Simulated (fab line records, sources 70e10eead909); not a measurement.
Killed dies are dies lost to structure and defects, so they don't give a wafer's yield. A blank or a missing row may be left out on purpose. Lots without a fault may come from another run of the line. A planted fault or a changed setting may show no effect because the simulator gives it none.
Chamber matching | flow nand_harc | NHARC_P_GATE_ETCH_32 on rie_si-06: 4 sister chambers
The step etches the open film in HBr/Cl2, target depth 150 nm, time 100.1 s. 4 wafers are shown with their chamber, then 10 later ones without.

WAFERS WITH THEIR CHAMBER
wafer  | chamber | drypump_motor_current_A (A)
L086.2 | 1       | 5.7
L086.4 | 2       | 5.0
L089.3 | 0       | 6.0
L089.4 | 3       | 4.8

WAFERS WITHOUT THEIR CHAMBER
wafer  | drypump_motor_current_A (A)
L089.5 | 5.6
L088.2 | 5.6
L088.3 | 4.8
L088.4 | 5.0
L093.1 | 5.0
L093.4 | 5.6
L093.6 | 4.8
L096.1 | 4.8
L096.3 | 5.6
L096.4 | 6.0

WHICH CHAMBER EACH WENT THROUGH
wafer  | from the rows above | in truth
L089.5 | 1                   | 1
L088.2 | 1                   | 1
L088.3 | 3                   | 3
L088.4 | 2                   | 2
L093.1 | 2                   | 2
L093.4 | 1                   | 1
L093.6 | 3                   | 3
L096.1 | 3                   | 3
L096.3 | 1                   | 1
L096.4 | 0                   | 0
Placed correctly: 10 of 10. Can't be placed from these rows: 0. Placed wrongly: 0.
How it was worked out, from the rows above alone: a wafer's distance from a chamber is the root of the sum, over the readings, of the square of ((its reading less the chamber's mean) divided by the reading's scatter). The wafer belongs to the nearest chamber; if the next one is less than 2 further off, it can't be placed. A chamber's mean is the mean of its shown wafers. The scatter: with one shown wafer a chamber, the root of the mean of the squares of how far each hidden wafer lies from its nearest shown one.
